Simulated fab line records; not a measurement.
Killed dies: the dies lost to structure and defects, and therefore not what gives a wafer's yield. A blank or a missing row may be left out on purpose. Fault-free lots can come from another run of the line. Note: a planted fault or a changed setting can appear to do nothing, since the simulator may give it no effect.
Which of the tools did it? :: flow nand_harc :: 24 lots with 72 wafers sampled at 4 steps, on a route of 1159 steps

## WHAT THE GAUGES SHOWED, per wafer
NHARC_P_CONTACT_INSPECT_14. Usual: raw_defect_count at 3.6, with a standard deviation of 2.1.
lot: L074
measured: day 5 14:35
on: defect_inspect-02
raw_defect_count: 2 3 7
flag: 

lot: L075
measured: day 5 20:25
on: defect_inspect-02
raw_defect_count: 3 1 3
flag: 

lot: L076
measured: day 6 00:38
on: defect_inspect-02
raw_defect_count: 1 5 4
flag: 

lot: L077
measured: day 6 01:07
on: defect_inspect-02
raw_defect_count: 1 2 2
flag: 

lot: L078
measured: day 6 11:00
on: defect_inspect-01
raw_defect_count: 1 3 1
flag: 

lot: L080
measured: day 7 01:12
on: defect_inspect-01
raw_defect_count: 3 5 3
flag: 

lot: L079
measured: day 7 02:58
on: defect_inspect-02
raw_defect_count: 1 4 2
flag: 

lot: L081
measured: day 7 11:44
on: defect_inspect-01
raw_defect_count: 2 1 3
flag: 

lot: L082
measured: day 7 18:08
on: defect_inspect-02
raw_defect_count: 3 6 9
flag: 

lot: L083
measured: day 7 18:43
on: defect_inspect-02
raw_defect_count: 3 3 1
flag: 

lot: L084
measured: day 7 18:58
on: defect_inspect-02
raw_defect_count: 4 3 3
flag: 

lot: L087
measured: day 8 16:59
on: defect_inspect-01
raw_defect_count: 3 3 2
flag: 

lot: L085
measured: day 8 17:25
on: defect_inspect-01
raw_defect_count: 3 3 4
flag: 

lot: L086
measured: day 8 18:08
on: defect_inspect-01
raw_defect_count: 7 4 4
flag: 

lot: L089
measured: day 9 06:12
on: defect_inspect-02
raw_defect_count: 6 8 6
flag: 

lot: L088
measured: day 9 07:03
on: defect_inspect-02
raw_defect_count: 4 1 2
flag: 

lot: L090
measured: day 9 23:09
on: defect_inspect-02
raw_defect_count: 1 2 8
flag: 

lot: L092
measured: day 10 02:14
on: defect_inspect-02
raw_defect_count: 2 2 4
flag: 

lot: L091
measured: day 10 02:21
on: defect_inspect-01
raw_defect_count: 8 8 7
flag: 

lot: L093
measured: day 10 10:39
on: defect_inspect-02
raw_defect_count: 3 5 3
flag: 

lot: L094
measured: day 10 11:00
on: defect_inspect-02
raw_defect_count: 5 1 3
flag: 

lot: L095
measured: day 10 17:19
on: defect_inspect-02
raw_defect_count: 3 0 5
flag: 

lot: L097
measured: day 11 04:34
on: defect_inspect-01
raw_defect_count: 5 3 3
flag: 

lot: L096
measured: day 11 04:58
on: defect_inspect-02
raw_defect_count: 4 6 3
flag: 

NHARC_P_M0_CD_MEAS_16. Usual: cd_nm at 89.8 nm, with a standard deviation of 0.75.
lot: L074
measured: day 5 19:10
on: cd_sem-02
cd_nm (nm): 89.3 89.4 88.5
flag: 

lot: L075
measured: day 6 06:43
on: cd_sem-01
cd_nm (nm): 90.1 90.2 89.9
flag: 

lot: L076
measured: day 6 09:58
on: cd_sem-01
cd_nm (nm): 89.3 89.5 91.3
flag: 

lot: L077
measured: day 6 14:52
on: cd_sem-03
cd_nm (nm): 88.4 89.5 89.2
flag: 

lot: L078
measured: day 6 17:01
on: cd_sem-01
cd_nm (nm): 89.7 88.9 89.9
flag: 

lot: L080
measured: day 7 08:49
on: cd_sem-02
cd_nm (nm): 90.0 90.4 89.1
flag: 

lot: L079
measured: day 7 09:13
on: cd_sem-02
cd_nm (nm): 88.4 87.9 88.8
flag: 

lot: L081
measured: day 7 19:00
on: cd_sem-01
cd_nm (nm): 90.2 89.9 89.8
flag: 

lot: L082
measured: day 7 22:42
on: cd_sem-03
cd_nm (nm): 89.3 89.3 90.0
flag: 

lot: L083
measured: day 8 03:13
on: cd_sem-01
cd_nm (nm): 88.9 89.2 90.8
flag: 

lot: L084
measured: day 8 03:40
on: cd_sem-02
cd_nm (nm): 91.0 90.9 90.0
flag: 

lot: L087
measured: day 8 23:52
on: cd_sem-01
cd_nm (nm): 90.2 89.7 90.2
flag: 

lot: L085
measured: day 9 01:17
on: cd_sem-01
cd_nm (nm): 90.4 91.4 89.9
flag: 

lot: L086
measured: day 9 01:37
on: cd_sem-02
cd_nm (nm): 88.7 89.4 90.2
flag: 

lot: L089
measured: day 9 11:43
on: cd_sem-01
cd_nm (nm): 89.3 89.0 90.2
flag: 

lot: L088
measured: day 9 16:32
on: cd_sem-01
cd_nm (nm): 91.3 90.8 90.9
flag: 

lot: L090
measured: day 10 03:43
on: cd_sem-03
cd_nm (nm): 89.8 90.4 89.7
flag: 

lot: L092
measured: day 10 07:43
on: cd_sem-02
cd_nm (nm): 90.3 89.6 90.6
flag: 

lot: L091
measured: day 10 08:23
on: cd_sem-03
cd_nm (nm): 88.3 90.0 90.0
flag: 

lot: L093
measured: day 10 18:22
on: cd_sem-01
cd_nm (nm): 89.4 89.5 89.9
flag: 

lot: L094
measured: day 10 18:56
on: cd_sem-03
cd_nm (nm): 89.8 90.7 88.7
flag: 

lot: L095
measured: day 10 21:49
on: cd_sem-01
cd_nm (nm): 89.3 89.4 88.8
flag: 

lot: L097
measured: day 11 12:45
on: cd_sem-03
cd_nm (nm): 90.9 90.2 90.8
flag: 

lot: L096
measured: day 11 13:56
on: cd_sem-02
cd_nm (nm): 89.7 91.2 90.2
flag: 

NHARC_P_M2_INSPECT_27. Usual: raw_defect_count at 302, with a standard deviation of 110.
lot: L074
measured: day 6 05:56
on: defect_inspect-02
raw_defect_count: 241 278 438
flag: 

lot: L075
measured: day 6 17:10
on: defect_inspect-01
raw_defect_count: 243 391 305
flag: 

lot: L076
measured: day 6 20:25
on: defect_inspect-02
raw_defect_count: 364 443 301
flag: 

lot: L077
measured: day 7 01:23
on: defect_inspect-01
raw_defect_count: 301 165 225
flag: 

lot: L078
measured: day 7 03:53
on: defect_inspect-02
raw_defect_count: 206 222 205
flag: 

lot: L080
measured: day 7 19:32
on: defect_inspect-02
raw_defect_count: 151 217 165
flag: 

lot: L079
measured: day 7 20:11
on: defect_inspect-01
raw_defect_count: 173 239 271
flag: 

lot: L081
measured: day 8 05:45
on: defect_inspect-02
raw_defect_count: 177 208 258
flag: 

lot: L082
measured: day 8 09:19
on: defect_inspect-02
raw_defect_count: 506 336 314
flag: 

lot: L083
measured: day 8 13:48
on: defect_inspect-02
raw_defect_count: 483 392 266
flag: 

lot: L084
measured: day 8 14:17
on: defect_inspect-02
raw_defect_count: 303 235 132
flag: 

lot: L087
measured: day 9 10:44
on: defect_inspect-01
raw_defect_count: 333 617 425
flag: 

lot: L085
measured: day 9 11:48
on: defect_inspect-01
raw_defect_count: 294 222 288
flag: 

lot: L086
measured: day 9 12:40
on: defect_inspect-01
raw_defect_count: 304 351 311
flag: 

lot: L089
measured: day 9 22:23
on: defect_inspect-02
raw_defect_count: 232 249 292
flag: 

lot: L088
measured: day 10 03:17
on: defect_inspect-02
raw_defect_count: 286 260 275
flag: 

lot: L090
measured: day 10 14:31
on: defect_inspect-01
raw_defect_count: 293 284 215
flag: 

lot: L092
measured: day 10 18:34
on: defect_inspect-01
raw_defect_count: 297 333 284
flag: 

lot: L091
measured: day 10 19:04
on: defect_inspect-02
raw_defect_count: 295 342 493
flag: 

lot: L093
measured: day 11 04:56
on: defect_inspect-01
raw_defect_count: 256 215 181
flag: 

lot: L094
measured: day 11 06:06
on: defect_inspect-01
raw_defect_count: 345 446 254
flag: 

lot: L095
measured: day 11 08:22
on: defect_inspect-02
raw_defect_count: 203 238 169
flag: 

lot: L097
measured: day 11 23:20
on: defect_inspect-02
raw_defect_count: 637 338 474
flag: 

lot: L096
measured: day 12 00:41
on: defect_inspect-01
raw_defect_count: 298 245 302
flag: 

## WHAT TOOL EACH LOT RAN ON (gives the tool, then ch and the chambers of the sampled wafers, and finally the start)
lot: L074
NHARC_P_CONTACT_CVD_23: cvd_w-02 ch 0,1, day 5 19:10 or earlier

lot: L075
NHARC_P_CONTACT_CVD_23: cvd_w-01 ch 0,1, day 6 06:43 or earlier

lot: L076
NHARC_P_CONTACT_CVD_23: cvd_w-01 ch 0,1, day 6 09:58 or earlier

lot: L077
NHARC_P_CONTACT_CVD_23: cvd_w-01 ch 0,1, day 6 14:52 or earlier

lot: L078
NHARC_P_CONTACT_CVD_23: cvd_w-02 ch 0,1, day 6 17:01 or earlier

lot: L080
NHARC_P_CONTACT_CVD_23: cvd_w-02 ch 0,1, day 7 08:49 or earlier

lot: L079
NHARC_P_CONTACT_CVD_23: cvd_w-02 ch 0, day 7 09:13 or earlier

lot: L081
NHARC_P_CONTACT_CVD_23: cvd_w-02 ch 0,1, day 7 19:00 or earlier

lot: L082
NHARC_P_CONTACT_CVD_23: cvd_w-01 ch 0,1, day 7 22:42 or earlier

lot: L083
NHARC_P_CONTACT_CVD_23: cvd_w-02 ch 0,1, day 8 03:13 or earlier

lot: L084
NHARC_P_CONTACT_CVD_23: cvd_w-02 ch 0,1, day 8 03:40 or earlier

lot: L087
NHARC_P_CONTACT_CVD_23: cvd_w-01 ch 0,1, day 8 23:52 or earlier

lot: L085
NHARC_P_CONTACT_CVD_23: cvd_w-01 ch 1, day 9 01:17 or earlier

lot: L086
NHARC_P_CONTACT_CVD_23: cvd_w-02 ch 0,1, day 9 01:37 or earlier

lot: L089
NHARC_P_CONTACT_CVD_23: cvd_w-01 ch 0,1, day 9 11:43 or earlier

lot: L088
NHARC_P_CONTACT_CVD_23: cvd_w-01 ch 0,1, day 9 16:32 or earlier

lot: L090
NHARC_P_CONTACT_CVD_23: cvd_w-02 ch 0,1, day 10 03:43 or earlier

lot: L092
NHARC_P_CONTACT_CVD_23: cvd_w-01 ch 0,1, day 10 07:43 or earlier

lot: L091
NHARC_P_CONTACT_CVD_23: cvd_w-01 ch 0,1, day 10 08:23 or earlier

lot: L093
NHARC_P_CONTACT_CVD_23: cvd_w-01 ch 0,1, day 10 18:22 or earlier

lot: L094
NHARC_P_CONTACT_CVD_23: cvd_w-01 ch 0,1, day 10 18:56 or earlier

lot: L095
NHARC_P_CONTACT_CVD_23: cvd_w-02 ch 0,1, day 10 21:49 or earlier

lot: L097
NHARC_P_CONTACT_CVD_23: cvd_w-01 ch 1, day 11 12:45 or earlier

lot: L096
NHARC_P_CONTACT_CVD_23: cvd_w-01 ch 0,1, day 11 13:56 or earlier
- NHARC_P_CONTACT_CVD_23: deposits W, target thk 200 nm, time 557 s.

## WHAT THE TOOLS THEMSELVES READ (means of the sampled wafers that have a number; where no wafer has one, the mark that the record gives instead)
NHARC_P_CONTACT_CVD_23. Usual: chamber_pressure_Torr 40.01 Torr, standard deviation 0.089; heater_power_w 510 W, standard deviation 28; throttle_valve_pct 7.80 %, standard deviation 0.19.
lot: L074
tool: cvd_w-02
chamber_pressure_Torr (Torr): 40.00
heater_power_w (W): 519
throttle_valve_pct (%): 7.79
flag: 

lot: L075
tool: cvd_w-01
chamber_pressure_Torr (Torr): 39.94
heater_power_w (W): 495
throttle_valve_pct (%): 7.51
flag: 

lot: L076
tool: cvd_w-01
chamber_pressure_Torr (Torr): 40.05
heater_power_w (W): 499
throttle_valve_pct (%): 7.65
flag: 

lot: L077
tool: cvd_w-01
chamber_pressure_Torr (Torr): 39.92
heater_power_w (W): 498
throttle_valve_pct (%): 7.71
flag: 

lot: L078
tool: cvd_w-02
chamber_pressure_Torr (Torr): 40.08
heater_power_w (W): 503
throttle_valve_pct (%): 7.84
flag: 

lot: L080
tool: cvd_w-02
chamber_pressure_Torr (Torr): 40.06
heater_power_w (W): 507
throttle_valve_pct (%): 8.04
flag: 

lot: L079
tool: cvd_w-02
chamber_pressure_Torr (Torr): 40.00
heater_power_w (W): 483
throttle_valve_pct (%): 7.93
flag: 

lot: L081
tool: cvd_w-02
chamber_pressure_Torr (Torr): 40.05
heater_power_w (W): 506
throttle_valve_pct (%): 7.77
flag: 

lot: L082
tool: cvd_w-01
chamber_pressure_Torr (Torr): 40.05
heater_power_w (W): 494
throttle_valve_pct (%): 7.85
flag: 

lot: L083
tool: cvd_w-02
chamber_pressure_Torr (Torr): 40.06
heater_power_w (W): 503
throttle_valve_pct (%): 7.89
flag: 

lot: L084
tool: cvd_w-02
chamber_pressure_Torr (Torr): 39.96
heater_power_w (W): 507
throttle_valve_pct (%): 7.90
flag: 

lot: L087
tool: cvd_w-01
chamber_pressure_Torr (Torr): 40.02
heater_power_w (W): 509
throttle_valve_pct (%): 7.89
flag: 

lot: L085
tool: cvd_w-01
chamber_pressure_Torr (Torr): 40.08
heater_power_w (W): 532
throttle_valve_pct (%): 7.72
flag: 

lot: L086
tool: cvd_w-02
chamber_pressure_Torr (Torr): 40.11
heater_power_w (W): 507
throttle_valve_pct (%): 8.02
flag: 

lot: L089
tool: cvd_w-01
chamber_pressure_Torr (Torr): 40.05
heater_power_w (W): 485
throttle_valve_pct (%): 7.78
flag: 

lot: L088
tool: cvd_w-01
chamber_pressure_Torr (Torr): 40.04
heater_power_w (W): 495
throttle_valve_pct (%): 7.68
flag: 

lot: L090
tool: cvd_w-02
chamber_pressure_Torr (Torr): 39.94
heater_power_w (W): 559
throttle_valve_pct (%): 7.82
flag: 

lot: L092
tool: cvd_w-01
chamber_pressure_Torr (Torr): 40.07
heater_power_w (W): 494
throttle_valve_pct (%): 7.76
flag: 

lot: L091
tool: cvd_w-01
chamber_pressure_Torr (Torr): 40.01
heater_power_w (W): 512
throttle_valve_pct (%): 7.88
flag: 

lot: L093
tool: cvd_w-01
chamber_pressure_Torr (Torr): 39.93
heater_power_w (W): 501
throttle_valve_pct (%): 7.71
flag: 

lot: L094
tool: cvd_w-01
chamber_pressure_Torr (Torr): 39.97
heater_power_w (W): 499
throttle_valve_pct (%): 7.80
flag: 

lot: L095
tool: cvd_w-02
chamber_pressure_Torr (Torr): 40.01
heater_power_w (W): 557
throttle_valve_pct (%): 7.98
flag: 

lot: L097
tool: cvd_w-01
chamber_pressure_Torr (Torr): 39.92
heater_power_w (W): 530
throttle_valve_pct (%): 7.91
flag: 

lot: L096
tool: cvd_w-01
chamber_pressure_Torr (Torr): 40.05
heater_power_w (W): 515
throttle_valve_pct (%): 7.84
flag: 

## THE ANSWER, worked out from the rows above alone
Rule: lot off if the mean of its wafers having a number is beyond 3 standard deviations from the usual mean. Also off: a lot with no number at a reading for which 4 or more lots have one. All remaining lots with rows at the step are treated as sound. First the gauges in route order, then the tools' own readings, where a lot's mean is used as printed above. The first step at which some lot is off is used, and at that step the reading that is off furthest; a lot without a number counts as furthest.
No lot is off on any of the readings shown, so nothing can be concluded from this.

## WHAT THE SIMULATOR HAD INSERTED
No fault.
